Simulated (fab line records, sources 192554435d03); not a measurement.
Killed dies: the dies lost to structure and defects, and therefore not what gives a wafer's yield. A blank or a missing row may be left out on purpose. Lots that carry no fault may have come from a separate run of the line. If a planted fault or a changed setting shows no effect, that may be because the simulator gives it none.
fab line records    flow n5-finfet
record lots=6  wafers=18  last-day=18
route steps=1938 shown BEOL_M6@1208
lots with no fault: from the same line, run without faults
start-h: hours from the record's opening day to when the first of the lot's shown wafers began    wait-h: time in hours since the lot's previous step    " repeats the value in the row above    L1.1+2: a row that stands for several wafers    - no value, or no start given    * or withheld: withheld    < > ~ a bound
route shown NAME@n: NAME is a module with steps in the file, n the number in the route of the first one    usual: the fault-free wafers' mean and standard deviation    same: alike in all rows    chamber/n: place in a boat    sites: the reading at each site    _std_site: standard deviation of those values    _edge_site: inner sites' mean taken away from outer sites' mean    radius-mm: for every site, how far away it sits from the centre of the wafer    mask NAME#n: copy n    behind: the most recent tool/chamber to have shaped the wafer    hold: what put the lot on hold/how long, in hours/how the hold closed    device: names the non-switching transistor (n, p or np)    end of line: the route-end tests of the same wafers    a step given without rows: its recipe and nothing more    killed: dies that structure and defects cost at the first sort, which is not the same as the wafer's yield    map: a wafer's dies, marking killed ones x, the rest . and places with no die _
set.NAME: the run value of the setting; set.NAME@STEP: its run value at that earlier step    model.NAME: the simulator's own value behind a step, which no gauge read
lots at selected steps of the route; one table per step, one row per wafer
services: when a tool's chamber went out of use (start-h, in hours from the record's first day, below 0 if earlier), for how many hours, and the reason
## steps
# step N5_BEOL_M6_OVL_MEAS_12
# recipe points-per-wafer=44
# usual M6_OVL=0.3/0.85
lot.wafer  tool        chamber  start-h  wait-h  M6_OVL[nm]
L209.1     overlay-02  0        207.00   0.0     0.0
L209.3     "           0        "        "       0.2
L209.5     "           0        "        "       0.7
L211.1     overlay-02  0        215.10   0.0     -1.0
L211.2     "           0        "        "       0.3
L211.6     "           0        "        "       -0.3
L220.1     overlay-02  0        274.67   0.0     1.0
L220.2     "           0        "        "       0.1
L220.4     "           0        "        "       0.8
L221.1     overlay-02  0        283.10   0.0     0.1
L221.4     "           0        "        "       -0.6
L221.5     "           0        "        "       -0.8
L224.1     overlay-02  0        291.41   0.0     -0.2
L224.4     "           0        "        "       -1.2
L224.5     "           0        "        "       -0.8
L230.1     overlay-01  0        326.49   0.0     1.3
L230.2     "           0        "        "       -0.9
L230.3     "           0        "        "       0.4
# step N5_BEOL_M6_INSPECT_13
# recipe mode=adi  inspect-instrument=brightfield
# usual raw-defect-count=382/86
lot.wafer  tool               chamber  start-h  wait-h  raw-defect-count
L209.1     defect-inspect-01  -        207.03   0.0     242
L209.3     "                  -        "        "       375
L209.5     "                  -        "        "       384
L211.1     defect-inspect-02  -        215.12   0.0     382
L211.2     "                  -        "        "       439
L211.6     "                  -        "        "       351
L220.1     defect-inspect-02  -        274.70   0.0     249
L220.2     "                  -        "        "       357
L220.4     "                  -        "        "       315
L221.1     defect-inspect-02  -        283.12   0.0     479
L221.4     "                  -        "        "       327
L221.5     "                  -        "        "       391
L224.1     defect-inspect-02  -        291.43   0.0     321
L224.4     "                  -        "        "       228
L224.5     "                  -        "        "       253
L230.1     defect-inspect-01  -        326.52   0.0     472
L230.2     "                  -        "        "       533
L230.3     "                  -        "        "       496
# step N5_BEOL_M6_DESCUM_16
# recipe chemistry=O2  time-s=7.9  source-power-w=50  bias-power-w=20  pressure-mtorr=20  rf-frequency-hz=2.712e+07  temp-c=40  resist=CAR-ArF  o2-flow-sccm=225
# usual drypump-motor-current-A=5.7/0.5  oes-product-au=0.80/0.1  rf-vpp-V=242.8/1.4  showerhead-plenum-p-Torr=2.08/0.071  temp-c=39.99/0.12  throttle-valve-pct=20.51/0.17
lot.wafer  tool         chamber  start-h  wait-h  drypump-motor-current-A  oes-product-au  rf-hours-counter-h  rf-vpp-V  showerhead-plenum-p-Torr  temp-c  throttle-valve-pct
L209.1     rie-diel-01  1        207.06   0.0     5.2                      0.77            147                 242.0     2.00                      40.16   20.76
L209.3     "            3        "        "       5.7                      0.74            183                 244.9     2.17                      39.87   20.62
L209.5     "            1        "        "       5.2                      0.76            -                   241.8     2.00                      40.12   20.77
L211.1     rie-diel-01  2        215.48   0.4     5.1                      0.71            188                 242.6     2.08                      39.95   20.52
L211.2     "            3        "        "       5.7                      0.73            186                 244.6     2.17                      39.71   20.64
L211.6     "            3        "        "       5.7                      0.73            -                   244.7     2.17                      39.83   20.65
L220.1     rie-diel-02  3        274.73   0.0     5.4                      0.92            24                  244.2     2.13                      39.94   20.27
L220.2     "            2        "        "       6.7                      0.94            11                  244.7     2.15                      40.12   20.50
L220.4     "            1        "        "       5.8                      0.80            113                 244.8     2.19                      39.88   20.65
L221.1     rie-diel-05  0        283.22   0.1     5.6                      1.00            3                   242.2     2.06                      40.09   20.38
L221.4     "            2        "        "       5.1                      0.69            220                 239.6     1.98                      39.82   20.24
L221.5     "            3        "        "       5.9                      0.70            -                   241.0     1.99                      40.10   20.50
L224.1     rie-diel-05  1        291.47   0.0     5.2                      0.80            107                 241.8     2.03                      39.96   20.52
L224.4     "            3        "        "       5.9                      0.70            221                 242.0     1.99                      40.18   20.50
L224.5     "            3        "        "       5.9                      0.69            -                   241.6     1.99                      39.89   20.50
L230.1     rie-diel-02  0        326.65   0.1     5.9                      0.88            52                  242.6     2.04                      39.92   20.48
L230.2     "            1        "        "       5.8                      0.78            131                 244.0     2.18                      40.02   20.69
L230.3     "            2        "        "       6.8                      0.91            29                  243.2     2.14                      40.22   20.54
# step N5_BEOL_M6_ETCH_61
# recipe chemistry=CF4  target=SiARC  target-depth-a=455  mask-material=CAR-ArF  time-s=75.8  ion-energy-ev=80  pressure-mtorr=40  source-w=545  bias-w=36  Ar_flow_sccm=100  cf4-flow-sccm=100  ends=cleared
# step N5_BEOL_M6_ETCH_62
# recipe chemistry=N2/H2  target=SOC  target-depth-a=1100  overetch-a=220  mask-material=SiARC  temp-c=40  time-s=165  ion-energy-ev=200  pressure-mtorr=30  source-w=840  bias-w=150  n2-flow-sccm=200  h2-flow-sccm=200
# step N5_BEOL_M6_STRIP_68
# recipe chemistry=N2/H2  temp-c=40  n2-flow-sccm=200  h2-flow-sccm=200  rf-frequency-hz=6e+07
# step N5_BEOL_M6_STRIP_67
# recipe chemistry=CF4  resist=SiARC  power-w=300  bias-power-w=75  pressure-mtorr=50  cf4-flow-sccm=150  rf-frequency-hz=6e+07
# usual cf4-flow-sccm=150.0/0.42  drypump-motor-current-A=5.7/0.5  oes-product-au=0.80/0.096  rf-vpp-V=270.8/1.7  showerhead-plenum-p-Torr=1.78/0.061  throttle-valve-pct=13.65/0.2
lot.wafer  tool         chamber  start-h  wait-h  cf4-flow-sccm  drypump-motor-current-A  oes-product-au  rf-hours-counter-h  rf-vpp-V  showerhead-plenum-p-Torr  throttle-valve-pct
L209.1     rie-diel-01  1        207.30   0.0     149.1          5.2                      0.76            147                 270.1     1.73                      13.93
L209.3     "            3        "        "       150.2          5.7                      0.75            183                 270.9     1.86                      13.84
L209.5     "            1        "        "       149.2          5.2                      0.77            -                   270.5     1.73                      13.92
L211.1     rie-diel-01  2        215.71   0.0     150.2          5.1                      0.72            188                 270.4     1.79                      13.69
L211.2     "            3        "        "       149.7          5.7                      0.74            186                 271.4     1.86                      13.84
L211.6     "            3        "        "       149.7          5.7                      0.75            -                   272.9     1.86                      13.87
L220.1     rie-diel-02  3        274.97   0.0     150.7          5.4                      0.91            24                  272.1     1.83                      13.40
L220.2     "            2        "        "       150.5          6.7                      0.94            11                  272.3     1.83                      13.47
L220.4     "            1        "        "       149.9          5.8                      0.80            113                 274.4     1.88                      13.84
L221.1     rie-diel-05  0        283.45   0.0     150.0          5.6                      0.98            3                   271.0     1.77                      13.38
L221.4     "            2        "        "       149.1          5.1                      0.70            220                 266.8     1.70                      13.49
L221.5     "            3        "        "       150.0          5.9                      0.69            -                   269.4     1.71                      13.72
L224.1     rie-diel-05  1        291.70   0.0     149.7          5.2                      0.80            107                 270.3     1.73                      13.56
L224.4     "            3        "        "       150.2          5.9                      0.69            221                 268.5     1.71                      13.73
L224.5     "            3        "        "       149.5          5.9                      0.69            -                   269.5     1.71                      13.70
L230.1     rie-diel-02  0        326.88   0.0     150.4          5.9                      0.88            52                  271.5     1.75                      13.55
L230.2     "            1        "        "       150.0          5.8                      0.77            131                 273.2     1.88                      13.88
L230.3     "            2        "        "       150.4          6.7                      0.90            29                  270.2     1.83                      13.54
# step N5_BEOL_M6_HM_OPEN_17
# recipe chemistry=Cl2/BCl3  target-depth-a=200  overetch-a=60  target=TiN  mask-material=SOC  ion-energy-ev=150  pressure-mtorr=10  icp-w=1000  bias-w=126  Cl2_flow_sccm=53.25  bcl3-flow-sccm=21.75  Ar_flow_sccm=25
# usual drypump-motor-current-A=5.6/0.52  oes-product-au=0.63/0.074  throttle-valve-pct=22.10/0.21
lot.wafer  tool          chamber  start-h  wait-h  drypump-motor-current-A  oes-product-au  rf-hours-counter-h  throttle-valve-pct
L209.1     rie-metal-01  0        207.34   0.0     5.7                      0.66            43                  22.15
L209.3     "             1        "        "       6.3                      0.56            -                   21.88
L209.5     "             1        "        "       6.3                      0.57            -                   21.87
L211.1     rie-metal-02  0        215.75   0.0     5.4                      0.55            106                 22.45
L211.2     "             1        "        "       5.6                      0.75            7                   22.05
L211.6     "             1        "        "       5.6                      0.77            -                   22.05
L220.1     rie-metal-01  0        275.01   0.0     5.7                      0.66            49                  22.14
L220.2     "             1        "        "       6.3                      0.56            100                 21.89
L220.4     "             1        "        "       6.3                      0.57            -                   21.89
L221.1     rie-metal-01  1        283.50   0.0     6.3                      0.56            100                 21.88
L221.4     "             0        "        "       5.7                      0.65            -                   22.17
L221.5     "             1        "        "       6.3                      0.56            -                   21.88
L224.1     rie-metal-03  1        291.75   0.0     4.9                      0.56            92                  22.37
L224.4     "             1        "        "       4.9                      0.56            -                   22.34
L224.5     "             1        "        "       4.9                      0.56            -                   22.36
L230.1     rie-metal-01  1        326.92   0.0     6.4                      0.55            105                 21.91
L230.2     "             0        "        "       5.7                      0.64            54                  22.18
L230.3     "             0        "        "       5.7                      0.64            -                   22.18
# step N5_BEOL_M6_STRIP_19
# recipe chemistry=O2  power-w=400  temp-c=40  pressure-mtorr=30  rf-frequency-hz=6e+07  bias-power-w=0  overash-fraction=0.2  o2-flow-sccm=225
# usual drypump-motor-current-A=5.6/0.46  oes-product-au=0.78/0.098  rf-vpp-V=3.7/0.61  showerhead-plenum-p-Torr=2.08/0.067  temp-c=39.98/0.12  throttle-valve-pct=16.79/0.18
lot.wafer  tool         chamber  start-h  wait-h  drypump-motor-current-A  oes-product-au  rf-hours-counter-h  rf-vpp-V  showerhead-plenum-p-Torr  temp-c  throttle-valve-pct
L209.1     rie-diel-01  0        207.45   0.1     6.3                      0.71            206                 4.5       2.08                      39.89   16.99
L209.3     "            3        "        "       5.8                      0.74            183                 4.6       2.18                      39.96   16.90
L209.5     "            0        "        "       6.3                      0.71            -                   3.5       2.08                      40.02   17.01
L211.1     rie-diel-05  2        215.95   0.2     5.1                      0.71            192                 3.9       2.00                      39.99   16.48
L211.2     "            1        "        "       5.2                      0.82            80                  3.8       2.04                      40.13   16.65
L211.6     "            3        "        "       5.9                      0.71            -                   4.3       2.00                      39.62   16.73
L220.1     rie-diel-05  2        275.12   0.1     5.1                      0.70            217                 3.2       1.99                      39.93   16.51
L220.2     "            0        "        "       5.6                      1.02            1                   3.1       2.07                      39.88   16.53
L220.4     "            1        "        "       5.2                      0.81            102                 4.5       2.03                      39.88   16.71
L221.1     rie-diel-02  3        283.61   0.1     5.4                      0.91            27                  4.3       2.13                      40.10   16.48
L221.4     "            2        "        "       6.8                      0.93            14                  3.3       2.15                      40.17   16.68
L221.5     "            0        "        "       5.9                      0.90            -                   3.7       2.05                      40.17   16.69
L224.1     rie-diel-01  1        291.93   0.2     5.2                      0.74            177                 4.3       2.00                      40.01   17.06
L224.4     "            3        "        "       5.7                      0.72            212                 3.2       2.17                      39.94   16.94
L224.5     "            3        "        "       5.7                      0.71            -                   3.3       2.17                      39.92   16.94
L230.1     rie-diel-05  2        327.03   0.1     5.1                      0.69            234                 3.1       1.98                      39.94   16.56
L230.2     "            1        "        "       5.2                      0.79            120                 4.3       2.03                      39.85   16.76
L230.3     "            0        "        "       5.7                      0.94            20                  4.6       2.06                      39.81   16.56
# step N5_BEOL_M6_CD_MEAS_18
# recipe pitch-nm=80  target-cd-nm=40
# usual cd-nm=40.1/0.4
lot.wafer  tool       chamber  start-h  wait-h  cd-nm
L209.1     cd-sem-03  -        207.52   0.0     40.2
L209.3     "          -        "        "       39.7
L209.5     "          -        "        "       40.5
L211.1     cd-sem-02  -        216.02   0.0     40.2
L211.2     "          -        "        "       40.4
L211.6     "          -        "        "       40.2
L220.1     cd-sem-03  -        275.19   0.0     40.3
L220.2     "          -        "        "       40.3
L220.4     "          -        "        "       40.0
L221.1     cd-sem-01  -        283.68   0.0     40.3
L221.4     "          -        "        "       40.1
L221.5     "          -        "        "       40.4
L224.1     cd-sem-01  -        292.00   0.0     40.6
L224.4     "          -        "        "       40.7
L224.5     "          -        "        "       40.5
L230.1     cd-sem-02  -        327.10   0.0     40.2
L230.2     "          -        "        "       39.6
L230.3     "          -        "        "       40.1
# step N5_BEOL_M6_COAT_63
# recipe resist=SOC  temp-c=250  time-s=60  spin-rpm=1500  resist-thk-nm=60
# step N5_BEOL_M6_COAT_64
# recipe resist=SiARC  temp-c=220  time-s=60  spin-rpm=1500  resist-thk-nm=12
# step N5_BEOL_M6_COAT_71
# recipe resist=underlayer  temp-c=205  time-s=60  spin-rpm=1500  resist-thk-nm=5
# usual dispense-pressure-kPa=49.7/1.8  spin-speed-rpm=1499.9/1.2
lot.wafer  tool            chamber  start-h  wait-h  dispense-pressure-kPa  spin-speed-rpm
L209.1     litho-track-05  0        210.31   -       51.0                   1498.6
L209.3     "               0        "        "       51.0                   1500.8
L209.5     "               0        "        "       51.0                   1499.4
L211.1     litho-track-02  0        216.24   -       50.9                   1501.4
L211.2     "               0        "        "       51.0                   1501.1
L211.6     "               0        "        "       50.9                   1500.0
L220.1     litho-track-05  0        275.23   -       51.0                   1631.2
L220.2     "               0        "        "       51.0                   1631.3
L220.4     "               0        "        "       51.0                   1628.9
L221.1     litho-track-05  0        284.64   -       51.0                   1628.3
L221.4     "               0        "        "       51.0                   1633.6
L221.5     "               0        "        "       51.0                   1629.8
L224.1     litho-track-02  0        292.44   -       51.0                   1499.5
L224.4     "               0        "        "       51.0                   1498.5
L224.5     "               0        "        "       51.0                   1500.9
L230.1     litho-track-02  0        327.15   -       51.0                   1499.8
L230.2     "               0        "        "       50.9                   1498.4
L230.3     "               0        "        "       50.9                   1500.7
# step N5_BEOL_M6_COAT_22
# recipe resist=CAR-EUV  spin-rpm=1500  resist-thk-nm=30
# step N5_BEOL_M6_EBR_24
# recipe solvent=PGMEA  ebr-width-mm=1.5
# step N5_BEOL_M6_SOFTBAKE_23
# recipe temp-c=110  time-s=60  resist=CAR-EUV
# step N5_BEOL_M6_EXPOSE_25
# recipe mask-id=V5  na=0.33  source-shape=annular  sigma-inner=0.4  sigma-outer=0.8  polarization=unpolarized  target-cd-nm=40  dose-mj=45
# step N5_BEOL_M6_PEB_26
# recipe peb-temp-c=100  peb-time-s=60  resist=CAR-EUV
# step N5_BEOL_M6_DEVELOP_27
# recipe develop-time-s=30  developer=TMAH  resist=CAR-EUV  rinse-liquid=surfactant-rinse  dry=air-spin  dev-temp-c=23
# step N5_BEOL_M6_CD_MEAS_28
# recipe target-cd-nm=40  landing-energy-ev=500  detector=se-inlens
# usual cd-nm=40.03/0.22
lot.wafer  tool       chamber  start-h  wait-h  cd-nm
L209.1     cd-sem-03  0        210.67   -       39.89
L209.3     "          0        "        "       39.96
L209.5     "          0        "        "       40.01
L211.1     cd-sem-02  0        216.63   -       39.92
L211.2     "          0        "        "       39.80
L211.6     "          0        "        "       39.72
L220.1     cd-sem-03  0        275.50   -       40.31
L220.2     "          0        "        "       40.00
L220.4     "          0        "        "       40.45
L221.1     cd-sem-03  0        284.91   -       40.41
L221.4     "          0        "        "       40.32
L221.5     "          0        "        "       40.39
L224.1     cd-sem-03  0        292.75   -       40.01
L224.4     "          0        "        "       39.59
L224.5     "          0        "        "       39.70
L230.1     cd-sem-01  0        327.41   -       39.72
L230.2     "          0        "        "       40.38
L230.3     "          0        "        "       40.09
# step N5_BEOL_M6_OVL_MEAS_29
# recipe points-per-wafer=522
# usual V5_OVL=-0.2/0.61
lot.wafer  tool        chamber  start-h  wait-h  V5_OVL[nm]
L209.1     overlay-02  0        210.70   0.0     -0.3
L209.3     "           0        "        "       0.3
L209.5     "           0        "        "       -1.1
L211.1     overlay-01  0        216.66   0.0     0.8
L211.2     "           0        "        "       0.1
L211.6     "           0        "        "       -0.3
L220.1     overlay-02  0        275.53   0.0     -1.1
L220.2     "           0        "        "       -1.5
L220.4     "           0        "        "       -1.0
L221.1     overlay-01  0        284.94   0.0     -0.6
L221.4     "           0        "        "       0.3
L221.5     "           0        "        "       -0.5
L224.1     overlay-01  0        292.78   0.0     -0.6
L224.4     "           0        "        "       -0.4
L224.5     "           0        "        "       -0.4
L230.1     overlay-02  0        327.44   0.0     0.8
L230.2     "           0        "        "       -0.7
L230.3     "           0        "        "       -0.2
# step N5_BEOL_M6_INSPECT_30
# recipe mode=adi  inspect-instrument=brightfield
# usual raw-defect-count=391/85
lot.wafer  tool               chamber  start-h  wait-h  raw-defect-count
L209.1     defect-inspect-01  -        210.76   0.1     241
L209.3     "                  -        "        "       358
L209.5     "                  -        "        "       376
L211.1     defect-inspect-01  -        216.72   0.1     424
L211.2     "                  -        "        "       485
L211.6     "                  -        "        "       382
L220.1     defect-inspect-01  -        275.59   0.1     266
L220.2     "                  -        "        "       386
L220.4     "                  -        "        "       352
L221.1     defect-inspect-01  -        285.00   0.1     517
L221.4     "                  -        "        "       371
L221.5     "                  -        "        "       434
L224.1     defect-inspect-01  -        292.84   0.1     349
L224.4     "                  -        "        "       247
L224.5     "                  -        "        "       290
L230.1     defect-inspect-01  -        327.50   0.1     506
L230.2     "                  -        "        "       506
L230.3     "                  -        "        "       501
# step N5_BEOL_M6_DESCUM_33
# recipe chemistry=O2  time-s=7  source-power-w=50  bias-power-w=20  pressure-mtorr=20  rf-frequency-hz=2.712e+07  temp-c=40  resist=CAR-EUV  o2-flow-sccm=225
# usual drypump-motor-current-A=5.7/0.51  oes-product-au=0.80/0.11  rf-vpp-V=242.8/1.4  showerhead-plenum-p-Torr=2.08/0.068  temp-c=39.99/0.1  throttle-valve-pct=20.53/0.18
lot.wafer  tool         chamber  start-h  wait-h  drypump-motor-current-A  oes-product-au  rf-hours-counter-h  rf-vpp-V  showerhead-plenum-p-Torr  temp-c  throttle-valve-pct
L209.1     rie-diel-05  0        211.41   0.7     5.6                      0.69            234                 241.9     2.07                      40.15   20.67
L209.3     "            1        "        "       5.2                      0.82            77                  242.0     2.04                      40.03   20.47
L209.5     "            3        "        "       5.9                      0.72            -                   241.7     2.00                      40.03   20.46
L211.1     rie-diel-01  3        216.95   0.2     5.7                      0.74            187                 244.3     2.17                      39.94   20.66
L211.2     "            0        "        "       6.3                      0.71            211                 242.3     2.08                      40.03   20.76
L211.6     "            1        "        "       5.2                      0.76            -                   242.7     2.00                      40.09   20.77
L220.1     rie-diel-05  3        275.62   0.0     5.9                      0.69            216                 241.7     1.99                      40.07   20.49
L220.2     "            1        "        "       5.2                      0.82            102                 240.7     2.03                      40.13   20.51
L220.4     "            0        "        "       5.6                      1.02            1                   242.2     2.06                      40.14   20.36
L221.1     rie-diel-05  3        285.03   0.0     5.9                      0.70            218                 242.2     1.99                      39.88   20.49
L221.4     "            2        "        "       5.1                      0.70            220                 242.4     1.98                      40.24   20.23
L221.5     "            1        "        "       5.2                      0.81            -                   243.4     2.03                      40.11   20.52
L224.1     rie-diel-01  2        292.87   0.0     5.1                      0.70            215                 242.3     2.07                      40.08   20.57
L224.4     "            0        "        "       6.3                      0.68            236                 242.7     2.07                      40.15   20.79
L224.5     "            3        "        "       5.7                      0.71            -                   244.5     2.16                      39.91   20.68
L230.1     rie-diel-02  2        327.53   0.0     6.7                      0.90            29                  243.9     2.14                      40.22   20.56
L230.2     "            0        "        "       5.9                      0.86            52                  241.6     2.04                      39.95   20.52
L230.3     "            3        "        "       5.4                      0.89            42                  243.4     2.12                      40.02   20.32
# step N5_BEOL_M6_ETCH_72
# recipe chemistry=N2/H2  target=underlayer  target-depth-a=65  mask-material=CAR-EUV  time-s=5.2  ion-energy-ev=200  pressure-mtorr=30  source-w=840  bias-w=150  n2-flow-sccm=200  h2-flow-sccm=200  ends=cleared
# usual drypump-motor-current-A=5.7/0.51  etch-rf-on-time-s=5.18/0.079  oes-product-au=0.68/0.092  rf-vpp-V=523.3/2.6  showerhead-plenum-p-Torr=2.52/0.084  throttle-valve-pct=17.94/0.21
lot.wafer  tool         chamber  start-h  wait-h  drypump-motor-current-A  etch-rf-on-time-s  oes-product-au  rf-hours-counter-h  rf-vpp-V  showerhead-plenum-p-Torr  throttle-valve-pct  model.etch.depth-nm
L209.1     rie-diel-05  0        211.45   0.0     5.6                      5.28               0.58            234                 524.5     2.51                      18.12               5.008
L209.3     "            1        "        "       5.2                      5.15               0.72            77                  522.1     2.47                      17.80               5.009
L209.5     "            3        "        "       5.9                      5.17               0.60            -                   520.9     2.43                      17.92               4.986
L211.1     rie-diel-01  3        216.99   0.0     5.7                      5.22               0.64            187                 526.4     2.64                      18.04               4.983
L211.2     "            0        "        "       6.4                      5.22               0.61            211                 524.3     2.51                      18.09               4.995
L211.6     "            1        "        "       5.2                      5.17               0.65            -                   519.8     2.44                      18.40               4.999
L220.1     rie-diel-05  3        275.65   0.0     5.9                      4.90               0.59            216                 521.2     2.42                      17.98               4.763
L220.2     "            1        "        "       5.3                      4.92               0.69            102                 519.0     2.46                      17.87               4.773
L220.4     "            0        "        "       5.6                      4.86               0.86            1                   524.0     2.50                      17.73               4.779
L221.1     rie-diel-05  3        285.06   0.0     5.9                      4.96               0.58            218                 520.6     2.41                      17.96               4.788
L221.4     "            2        "        "       5.1                      5.03               0.59            220                 521.0     2.41                      17.67               4.778
L221.5     "            1        "        "       5.2                      4.94               0.69            -                   519.7     2.46                      17.85               4.791
L224.1     rie-diel-01  2        292.91   0.0     5.1                      5.27               0.59            215                 522.8     2.52                      18.05               5.005
L224.4     "            0        "        "       6.3                      5.17               0.59            236                 524.1     2.50                      18.11               4.998
L224.5     "            3        "        "       5.7                      5.26               0.61            -                   525.3     2.63                      18.10               4.986
L230.1     rie-diel-02  2        327.57   0.0     6.8                      5.08               0.77            29                  526.8     2.59                      17.82               5.005
L230.2     "            0        "        "       5.9                      5.09               0.76            52                  521.8     2.48                      17.81               5.001
L230.3     "            3        "        "       5.4                      5.15               0.75            42                  525.4     2.59                      17.77               4.997
# step N5_BEOL_M6_ETCH_65
# recipe chemistry=CF4  target=SiARC  target-depth-a=156  mask-material=CAR-EUV  time-s=26  ion-energy-ev=80  pressure-mtorr=40  source-w=545  bias-w=36  Ar_flow_sccm=100  cf4-flow-sccm=100  ends=cleared
## services
tool          chamber  start-h  hours  kind
rie-metal-02  0        190.68   15.2   repair
rie-diel-02   3        191.84   -      clean
rie-diel-02   3        191.84   -      consumable-replace:focus-ring
rie-diel-02   3        191.84   25.8   scheduled-down
rie-diel-02   3        191.84   25.8   vent-cycle
rie-diel-02   2        217.75   -      clean
rie-diel-02   2        217.75   -      consumable-replace:focus-ring
rie-diel-02   2        217.75   25.7   scheduled-down
rie-diel-02   2        217.75   25.7   vent-cycle
rie-diel-02   -        226.47   0.7    repair
rie-diel-02   1        237.00   5.9    repair
rie-diel-05   0        251.31   -      clean
rie-diel-05   0        251.31   -      consumable-replace:focus-ring
rie-diel-05   0        251.31   19.1   scheduled-down
rie-diel-05   0        251.31   19.1   vent-cycle
rie-metal-01  -        284.58   1.4    pm
rie-diel-01   3        303.84   3.5    repair
rie-metal-02  0        304.19   -      clean
rie-metal-02  0        304.19   18.9   scheduled-down
rie-metal-02  0        304.19   18.9   vent-cycle
## key
first-sign step=N5_BEOL_M6_COAT_71  reading=spin-speed-rpm  direction=up  sigmas=99+  usual=*  struck=*
effect step=N5_BEOL_M6_ETCH_72  reading=etch-rf-on-time-s  direction=down  sigmas=3.1  usual=*  struck=*
model-effect step=N5_BEOL_M6_ETCH_72  value=etch.depth-nm  without=4.982  struck=4.779
met-at N5_BEOL_M6_COAT_71
struck-wafers L220.1,L220.2,L220.4,L221.1,L221.4,L221.5
onset-between 210.31 275.23
fault kind=process-parameter-drift  tool=litho-track-05  chamber=-  onset-h=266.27  steps=N5_BEOL_M6_COAT_71  channel=spin-rpm  offset=*  shape=step  end-h=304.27  acts-in=*  stated=*
